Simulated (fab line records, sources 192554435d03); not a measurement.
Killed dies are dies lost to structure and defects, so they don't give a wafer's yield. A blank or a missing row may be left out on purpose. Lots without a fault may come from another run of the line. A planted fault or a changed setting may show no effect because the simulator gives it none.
Which tool did it? | flow n5_finfet | 11 lots, 30 wafers sampled, at 5 steps of a route of 1938

WHAT THE GAUGES READ, wafer by wafer
N5_ILD0_THK_MEAS_04. Usual: thk_nm 197.4 nm, standard deviation 1.
lot  | measured    | on            | thk_nm (nm)       | flag
L602 | day 4 01:42 | film_metro-01 | 198.3 199.3 199.0 |
L603 | day 4 07:11 | film_metro-01 | 197.7 196.0 197.3 |
L604 | day 4 13:04 | film_metro-02 | 198.3 196.7 197.0 |
L605 | day 4 18:37 | film_metro-01 | 198.2 198.6 196.9 |
L606 | day 5 06:45 | film_metro-01 | 198.2 198.3 199.5 |
L614 | day 7 00:24 | film_metro-01 | 198.1 197.2       |
L615 | day 7 10:35 | film_metro-02 | 196.3 196.3       |
L616 | day 7 14:32 | film_metro-02 | 198.1 198.2       |
L617 | day 7 18:34 | film_metro-02 | 199.4 199.2 199.8 |
L618 | day 8 00:28 | film_metro-02 | 197.0 198.5 197.6 |
L622 | day 9 02:02 | film_metro-01 | 197.1 196.4 197.6 |

N5_SDB_CD_MEAS_11: target cd 50 nm. Usual: cd_nm 50.9 nm, standard deviation 1.1.
lot  | measured    | on        | cd_nm (nm)     | flag
L602 | day 4 05:46 | cd_sem-02 | 51.4 52.2 50.8 |
L603 | day 4 11:14 | cd_sem-01 | 52.8 51.1 51.4 |
L604 | day 4 17:08 | cd_sem-03 | 50.6 50.5 50.9 |
L605 | day 4 23:17 | cd_sem-01 | 51.3 51.3 50.7 |
L606 | day 5 10:55 | cd_sem-01 | 50.0 51.9 52.2 |
L614 | day 7 04:27 | cd_sem-03 | 51.2 50.0      |
L615 | day 7 14:31 | cd_sem-02 | 48.9 49.8      |
L616 | day 7 18:37 | cd_sem-03 | 51.9 52.0      |
L617 | day 7 22:37 | cd_sem-02 | 51.8 50.1 51.2 |
L618 | day 8 04:23 | cd_sem-03 | 51.5 50.5 50.0 |
L622 | day 9 06:19 | cd_sem-01 | 48.8 49.7 48.6 |

N5_SDB_OVL_MEAS_12. Usual: SDB_OVL 0.3 nm, standard deviation 0.66.
lot  | measured    | on         | SDB_OVL (nm)  | flag
L602 | day 4 05:47 | overlay-01 | 0.0 -0.8 0.4  |
L603 | day 4 11:16 | overlay-01 | 0.2 0.7 1.2   |
L604 | day 4 17:10 | overlay-01 | 1.4 0.6 0.7   |
L605 | day 4 23:19 | overlay-02 | 0.0 -0.5 0.8  |
L606 | day 5 10:57 | overlay-02 | 0.3 -0.7 0.3  |
L614 | day 7 04:29 | overlay-02 | -0.2 -0.3     |
L615 | day 7 14:32 | overlay-02 | 1.2 1.0       |
L616 | day 7 18:38 | overlay-02 | 1.2 1.1       |
L617 | day 7 22:39 | overlay-01 | 0.5 -0.4 -0.6 |
L618 | day 8 04:25 | overlay-01 | 1.0 0.6 0.2   |
L622 | day 9 06:21 | overlay-02 | -0.8 -0.2 0.1 |

N5_BEOL_M4_RC_MEAS_101. Usual: DIBL_N 35.8 mV/V, standard deviation 1.6; DIBL_P 36.0 mV/V, standard deviation 2.1; IOFF_N 0.153 nA/um, standard deviation 0.026; IOFF_P 0.21 nA/um, standard deviation 0.037; ION_N 673 uA/um, standard deviation 11; ION_P 462 uA/um, standard deviation 7.6; SS_N 71.4 mV/dec, standard deviation 0.53; SS_P 73.2 mV/dec, standard deviation 0.67; VT_N 250 mV, standard deviation 3.2; VT_P -250 mV, standard deviation 3.7.
lot  | measured     | on        | DIBL_N (mV/V)  | DIBL_P (mV/V)  | IOFF_N (nA/um)    | IOFF_P (nA/um) | ION_N (uA/um) | ION_P (uA/um) | SS_N (mV/dec)  | SS_P (mV/dec)  | VT_N (mV)   | VT_P (mV)      | flag
L602 | day 8 23:57  | prober-01 | 36.7 37.7 35.7 | 38.9 40.2 37.7 | 0.176 0.201 0.146 | 0.28 0.32 0.26 | 693 682 673   | 472 477 470   | 71.4 72.1 71.0 | 74.1 74.1 73.2 | 250 246 252 | -243 -240 -244 |
L603 | day 9 00:14  | prober-02 | 38.4 39.5 36.4 | 37.5 39.5 35.9 | 0.175 0.193 0.144 | 0.22 0.27 0.20 | 679 685 678   | 461 473 464   | 72.8 72.2 70.8 | 73.6 74.4 73.0 | 251 250 251 | -251 -249 -253 |
L604 | day 9 06:08  | prober-01 | 37.5 37.4 36.8 | 36.1 36.3 35.5 | 0.193 0.183 0.180 | 0.24 0.25 0.24 | 691 685 697   | 468 471 476   | 71.4 70.9 70.6 | 73.7 73.9 72.9 | 245 246 245 | -246 -243 -243 |
L605 | day 9 06:33  | prober-02 | 34.5 33.6 33.7 | 35.5 34.5 34.1 | 0.142 0.126 0.124 | 0.20 0.17 0.17 | 675 665 670   | 468 452 447   | 71.3 71.1 71.2 | 72.8 72.9 72.5 | 251 250 252 | -250 -254 -252 |
L606 | day 9 15:37  | prober-02 | 37.0 35.2 35.6 | 38.7 35.6 36.5 | 0.192 0.153 0.159 | 0.25 0.20 0.21 | 690 680 670   | 467 464 463   | 71.4 71.2 71.8 | 73.6 73.2 72.8 | 248 250 252 | -247 -253 -250 |
L614 | day 11 09:49 | prober-02 | 36.9 35.5      | 36.4 36.7      | 0.161 0.151       | 0.22 0.23      | 676 679       | 463 468       | 71.7 71.4      | 73.1 73.3      | 248 249     | -247 -247      |
L615 | day 12 04:37 | prober-01 | 35.8 36.9      | 36.5 37.6      | 0.149 0.176       | 0.22 0.23      | 669 691       | 465 473       | 71.6 72.4      | 73.4 73.8      | 252 251     | -251 -249      |
L616 | day 12 05:17 | prober-02 | 35.6 37.7      | 34.1 36.3      | 0.139 0.164       | 0.19 0.22      | 669 667       | 461 461       | 71.6 71.1      | 73.0 73.8      | 252 252     | -252 -251      |
L617 | day 12 11:53 | prober-01 | 35.1 35.1 37.1 | 36.0 35.8 38.2 | 0.145 0.148 0.178 | 0.19 0.19 0.22 | 665 671 678   | 459 458 460   | 70.7 71.4 72.4 | 73.7 72.8 74.1 | 251 249 249 | -252 -250 -252 |
L618 | day 12 10:37 | prober-02 | 35.1 35.8 32.7 | 34.1 34.5 30.9 | 0.127 0.131 0.093 | 0.16 0.16 0.12 | 657 661 662   | 454 452 448   | 71.6 71.3 70.3 | 72.5 72.6 71.9 | 253 254 259 | -257 -257 -255 |
L622 | day 13 14:36 | prober-01 | 33.2 34.2 37.3 | 32.0 32.8 37.4 | 0.110 0.118 0.188 | 0.15 0.15 0.24 | 664 667 685   | 457 458 467   | 70.9 71.0 71.0 | 71.6 72.4 73.3 | 256 253 246 | -254 -256 -250 |

WHICH TOOL RAN EACH LOT (tool, then ch and the chambers of the sampled wafers, then the start)
lot  | N5_SDB_ETCH_17
L602 | rie_diel-01 ch 0,1,2, day 4 06:45
L603 | rie_diel-05 ch 1,3, day 4 11:22
L604 | rie_diel-06 ch 1,2, day 4 17:16
L605 | rie_diel-06 ch 1,2, day 4 23:25
L606 | rie_diel-05 ch 1,3, day 5 11:06
L614 | rie_diel-05 ch 2,3, day 7 04:41
L615 | rie_diel-05 ch 1,2, day 7 14:50
L616 | rie_diel-05 ch 2,3, day 7 18:49
L617 | rie_diel-01 ch 0,2,3, day 7 22:45
L618 | rie_diel-06 ch 0,1,3, day 8 04:31
L622 | rie_diel-06 ch 0,1, day 9 06:26
- N5_SDB_ETCH_17: etches SiARC in CF4, target depth 23.4 nm, time 39 s.

WHAT THE TOOLS THEMSELVES READ (means of the sampled wafers that have a number; where no wafer has one, the mark that the record gives instead)
N5_SDB_ETCH_17. Usual: drypump_motor_current_A 5.7 A, standard deviation 0.56; etch_rf_on_time_s 39.2 s, standard deviation 0.51; mfc_ar_sccm 100.0 sccm, standard deviation 0.33; oes_product_au 0.66 a.u., standard deviation 0.063; rf_vpp_V 184.5 V, standard deviation 1.2; showerhead_plenum_p_Torr 2.18 Torr, standard deviation 0.059; throttle_valve_pct 15.67 %, standard deviation 0.22.
lot  | tool        | drypump_motor_current_A (A) | etch_rf_on_time_s (s) | mfc_ar_sccm (sccm) | oes_product_au (a.u.) | rf_vpp_V (V) | showerhead_plenum_p_Torr (Torr) | throttle_valve_pct (%) | flag
L602 | rie_diel-01 | 5.7                         | 39.4                  | 100.0              | 0.66                  | 183.8        | 2.14                            | 15.68                  |
L603 | rie_diel-05 | 5.7                         | 38.9                  | 99.9               | 0.74                  | 185.8        | 2.26                            | 15.51                  |
L604 | rie_diel-06 | 6.1                         | 39.5                  | 99.9               | 0.62                  | 184.7        | 2.19                            | 15.69                  |
L605 | rie_diel-06 | 5.6                         | 39.8                  | 100.0              | 0.64                  | 183.5        | 2.18                            | 15.59                  |
L606 | rie_diel-05 | 5.7                         | 39.3                  | 100.0              | 0.74                  | 185.1        | 2.27                            | 15.38                  |
L614 | rie_diel-05 | 5.4                         | 32.6                  | 99.9               | 0.76                  | 185.0        | 2.23                            | 15.59                  | OFF
L615 | rie_diel-05 | 5.4                         | 32.5                  | 100.3              | 0.73                  | 185.6        | 2.23                            | 15.84                  | OFF
L616 | rie_diel-05 | 5.4                         | 25.6                  | 99.8               | 0.86                  | 185.2        | 2.23                            | 15.61                  | OFF
L617 | rie_diel-01 | 5.5                         | 38.9                  | 100.1              | 0.66                  | 185.6        | 2.17                            | 15.79                  |
L618 | rie_diel-06 | 5.3                         | 38.8                  | 100.0              | 0.67                  | 184.7        | 2.13                            | 15.65                  |
L622 | rie_diel-06 | 5.0                         | 39.2                  | 100.5              | 0.69                  | 183.7        | 2.11                            | 15.60                  |

THE ANSWER, worked out from the rows above alone
Rule: a lot is off if the mean of its wafers that have a number lies more than 3 standard deviations from the usual mean. A lot without any number at a reading at which 4 lots or more have one is off too. The other lots that the step has rows for count as sound. The gauges are gone through in route order, then the tools' own readings, and for those a lot's mean is taken as printed above. The first step at which some lot is off is used, and at that step the reading that is off furthest; a lot without a number counts as furthest.
Off: L614, L615, L616, at N5_SDB_ETCH_17 (etch_rf_on_time_s).
A tool fits if, at that step or a process step before it, it ran every lot that is off, and no sound lot after the first of them. One fits: rie_diel-05 at N5_SDB_ETCH_17. Its last sound lot is L606 (day 5 11:06), its first lot that is off L614 (day 7 04:41): a fault that began between those two fits.
The tool's own readings at N5_SDB_ETCH_17 bear it out: on the lots that are off they differ by more than 5 times the standard deviation of the sound lots' means. etch_rf_on_time_s reads 30.2 s there against 39.2 s on the sound lots.

WHAT THE SIMULATOR HAD PUT IN
Process parameter drift: rie_diel-05, from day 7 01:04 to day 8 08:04, at N5_SDB_ETCH_17. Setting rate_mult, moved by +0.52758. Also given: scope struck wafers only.
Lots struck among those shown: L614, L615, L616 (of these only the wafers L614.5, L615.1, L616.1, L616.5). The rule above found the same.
